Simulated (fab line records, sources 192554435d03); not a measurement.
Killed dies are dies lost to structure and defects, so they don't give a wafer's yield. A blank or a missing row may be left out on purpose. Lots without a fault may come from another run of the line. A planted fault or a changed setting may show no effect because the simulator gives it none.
Split-lot experiment | flow n5_finfet | 7 lots, 21 wafers read, on a route of 1938 steps

THE SPLIT
At N5_BEOL_M4_PECVD_72 (deposits SiO2 from TEOS/O2, target thk 16 nm, time 18 s), the setting time_s was moved away from the recipe's 18 s on 10 of the 21 wafers read, by -14.1% to +10.8%. The other wafers ran this setting at the recipe's value.

FROM THE SPLIT TO THE READING: what the file shows between them, 12 steps
- N5_BEOL_M4_COAT_61: time 60 s, resist thk 60 nm (also split here: spin_rpm)
- N5_BEOL_M4_COAT_62: time 60 s, resist thk 12 nm
- N5_BEOL_M4_COAT_73: time 60 s, resist thk 5 nm
- N5_BEOL_M4_ETCH_74: etches underlayer in N2/H2, target depth 6.5 nm, time 5.2 s
- N5_BEOL_M4_ETCH_63: etches SiARC in CF4, target depth 15.6 nm, time 26 s
- N5_BEOL_M4_ETCH_64: etches SOC in N2/H2, target depth 75 nm, overetch 22.5 nm, time 121.9 s
- N5_BEOL_M4_STRIP_65: strips in N2/H2
- N5_BEOL_M4_STRIP_75: strips in N2/H2
- N5_BEOL_M4_STRIP_66: strips in CF4
- N5_BEOL_M4_HM_OPEN_17: chemistry Cl2/BCl3, target TiN, target depth 20 nm, overetch 6 nm
- N5_BEOL_M4_STRIP_19: strips in O2
- N5_BEOL_M4_STRIP_97: strips in N2/H2, time 10 s

THE READING
SiO2_of_BEOL_M4_PECVD_72.thk_nm (the simulator's own value, which no gauge read), in nm, at N5_BEOL_M4_HM_STRIP_39 (strips TiN in peroxide tin strip, target depth 25 nm, time 158 s). The file gives no usual value for it. The 11 wafers here that ran the recipe average 15.8 nm, standard deviation 0.36 nm.

wafer  | tool, chamber at the split | time_s as run, s | against the recipe | SiO2_of_BEOL_M4_PECVD_72.thk_nm, nm | against lot-mates on the recipe
L076.3 | pecvd-01, 1                | 16.75            | -6.9%              | 14.8                                | no lot-mate on the recipe
L076.4 | pecvd-01, 0,1              | 16.75            | -6.9%              | 14.8                                | no lot-mate on the recipe
L076.5 | pecvd-01, 0,1              | 16.75            | -6.9%              | 14.8                                | no lot-mate on the recipe
L077.1 | pecvd-01, 1                | 18               | recipe             | 15.4                                | -
L077.3 | pecvd-01, 2                | 18               | recipe             | 15.6                                | -
L077.4 | pecvd-01, 2                | 18               | recipe             | 16.2                                | -
L078.1 | pecvd-02, 1                | 18               | recipe             | 15.6                                | -
L078.4 | pecvd-02, 1                | 18               | recipe             | 16.4                                | -
L078.6 | pecvd-02, 2                | 19.94            | +10.8%             | 17.6                                | +1.6
L079.1 | pecvd-03, 0                | 19.14            | +6.3%              | 16.6                                | +1.2
L079.2 | pecvd-03, 2                | 18               | recipe             | 15.4                                | -
L079.3 | pecvd-03, 1                | 18               | recipe             | 15.4                                | -
L083.3 | pecvd-03, 2                | 15.46            | -14.1%             | 13.6                                | -2.6
L083.5 | pecvd-03, 0                | 18               | recipe             | 16.2                                | -
L083.6 | pecvd-03, 2                | 15.46            | -14.1%             | 14                                  | -2.2
L085.1 | pecvd-01, 0                | 15.66            | -13.0%             | 13.4                                | -2.4
L085.3 | pecvd-01, 1                | 18               | recipe             | 15.8                                | -
L085.4 | pecvd-01, 0                | 15.66            | -13.0%             | 13.8                                | -2.0
L092.2 | pecvd-01, 1                | 16.73            | -7.1%              | 14.6                                | -1.4
L092.4 | pecvd-01, 0                | 18               | recipe             | 15.8                                | -
L092.5 | pecvd-01, 1                | 18               | recipe             | 16.2                                | -
Where a row lists several chambers, the file gives one row for several wafers and doesn't say which wafer went through which chamber.

THE FIT
A straight line over all 21 wafers: SiO2_of_BEOL_M4_PECVD_72.thk_nm changes by +0.155 nm for each +1% of time_s; r = +0.96; the points scatter about the line by 0.31 nm.
The same after taking each lot's own level away (the mean of its wafers on the recipe; 18 wafers): +0.168 nm for each +1%; r = +0.98; scatter 0.25 nm.
On that fit, the largest move of time_s shifts the reading by 2.4 nm.
The lots' own levels span 15.40 to 16.20 nm, that is 2.2 times the standard deviation above.
So the lot-to-lot level changes the slope little: the two slopes agree.
Check: with one of the wafers moved furthest among these (-14.1%) left out of the fit, the line predicts -2.34 nm for it against its lot-mates. It came out at -2.6 nm against them.

OTHER SPLITS ON THESE WAFERS
These wafers also went through other splits before the reading. Each is held against what the fit with the lots' levels taken away leaves over:
other split on the same wafers   | wafers away from the commonest value | r with SiO2_of_BEOL_M4_PECVD_72.thk_nm (lot level and that fit taken away)
N5_BEOL_M2_DESCUM_16 time_s      | 7                                    | +0.25
N5_BEOL_M2_TRENCH_ETCH_37 bias_w | 8                                    | +0.29
N5_BEOL_M4_COAT_61 spin_rpm      | 12                                   | +0.02

THE WHOLE CHAIN: every reading that the file lists as answering this split, in the file's order
step                   | what it does                                                     | reading                                                                          | change (the file's fit)               | r (the file's)
N5_BEOL_M4_PECVD_72    | deposits SiO2 from TEOS/O2, target thk 16 nm, time 18 s          | SiO2_of_BEOL_M4_PECVD_72.thk_nm (the simulator's own value, which no gauge read) | +0.161 nm for each +1% of the setting | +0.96
N5_BEOL_M4_HM_STRIP_39 | strips TiN in peroxide tin strip, target depth 25 nm, time 158 s | SiO2_of_BEOL_M4_PECVD_72.thk_nm (the simulator's own value, which no gauge read) | +0.169 nm for each +1% of the setting | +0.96

THE FILE'S OWN FIT
SiO2_of_BEOL_M4_PECVD_72.thk_nm changes by +0.169 nm for each +1% of time_s, r = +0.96.
